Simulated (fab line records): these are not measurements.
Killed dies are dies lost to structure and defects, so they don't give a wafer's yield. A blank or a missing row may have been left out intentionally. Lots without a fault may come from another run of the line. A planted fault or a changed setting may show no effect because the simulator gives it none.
Comparing a struck lot with a sound one + flow n5 finfet + 14 steps out of a route of 1938
Sound: the wafers L921.2, L921.4, L921.6. Struck: wafers L934.2, L934.3, L934.6. The cause comes at the end.
Each step with rows lists, per side, the tool, then ch with its chambers, then its first start. Under that, the readings that differ: sound wafers + struck wafers + difference of the means + sigmas: that difference in standard deviations of wafers without a fault.
alike: readings with means less than 2 such deviations apart, plus words and numbers identical on both sides. not compared: withheld readings, readings lacking a value on some wafer, bounds such as >300 that could conceal the same value, and numbers that have no deviation in the record and whose values overlap.
The two part at a step that has a row with sigmas, a row that says differs or no value, or rows on one side only. When numbers do not overlap yet have no deviation, they are printed without sigmas and do not part them. A reading that every wafer of one side lacks parts them only if that side has two wafers or more.

N5_BEOL_M9_RS_MEAS_57: uses a four-point probe to measure.
  sound: film metro-01 at day 11 13:17; struck: film metro-01 at day 14 11:53
  alike: M9_RS
N5_BEOL_M9_INSPECT_58: inspects for defects (darkfield).
  sound: defect inspect-01 at day 11 13:19; struck: defect inspect-01 at day 14 11:54
  alike: raw defect count
N5_BEOL_M10_ILD_DEP_00: deposits SiCOH lowk from DEMS/porogen, target thk 308.51 nm, time 58 s.
  sound on pecvd-02 ch 0,1,2, day 11 13:20; struck on pecvd-02 ch 0,1, day 14 11:56
  alike: heater power w, showerhead plenum p Torr, throttle valve pct
  not compared: since wet clean h
N5_BEOL_M10_CURE_71: cures SiCOH lowk, time 240 s.
  sound on uv cure-02 ch 0, day 11 13:30; struck on uv cure-02 ch 0, day 14 12:07
  alike: lamp power pct, wafer_temp_C_max
N5_BEOL_M10_THK_MEAS_01:
  sound: film metro-01 at day 11 13:56; struck: film metro-01 at day 14 12:32
  alike: M10_ILD_THK
N5_BEOL_M10_PECVD_70: deposits SiO2 from TEOS/O2, target thk 20 nm, time 22.7 s.
  sound on pecvd-04 ch 0,2, day 11 13:58; struck on pecvd-02 ch 0,1,2, day 14 12:35
  alike: heater power w, showerhead plenum p Torr, throttle valve pct
  not compared: since wet clean h
N5_BEOL_M10_HM_DEP_02: deposits TiN, target thk 20 nm.
  sound: pvd sputter-02 at day 11 15:29; struck: pvd sputter-01 at day 14 13:56
  alike: substrate temp c, throttle valve pct
then, 5 steps without rows for these wafers: N5_BEOL_M10_COAT_59 (time 60 s, resist thk 100 nm); N5_BEOL_M10_COAT_60 (time 60 s, resist thk 30 nm); N5_BEOL_M10_COAT_05 (resist thk 90 nm); N5_BEOL_M10_EBR_07; N5_BEOL_M10_SOFTBAKE_06 (time 60 s).
N5_BEOL_M10_EXPOSE_08: exposes mask M10.
  struck on arfi scanner-02, day 14 14:11; sound on arfi scanner-01 ch 0, day 11 15:44
  no value came back on the struck wafers for dipole opening deg (degrees), exposure dose mJ cm2, focus offset nm (nm); on the sound wafers dipole opening deg (degrees) reads 40 40 40
  alike: mask
then, 1 step without rows for these wafers: N5_BEOL_M10_PEB_09 (peb time 60 s).

== WHERE THEY PART ==
Within this record, at N5_BEOL_M10_EXPOSE_08 only.

WHY: what the simulator had put in
Step skipped in full: arfi scanner-02, at N5_BEOL_M10_EXPOSE_08, from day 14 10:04 onward. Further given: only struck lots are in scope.
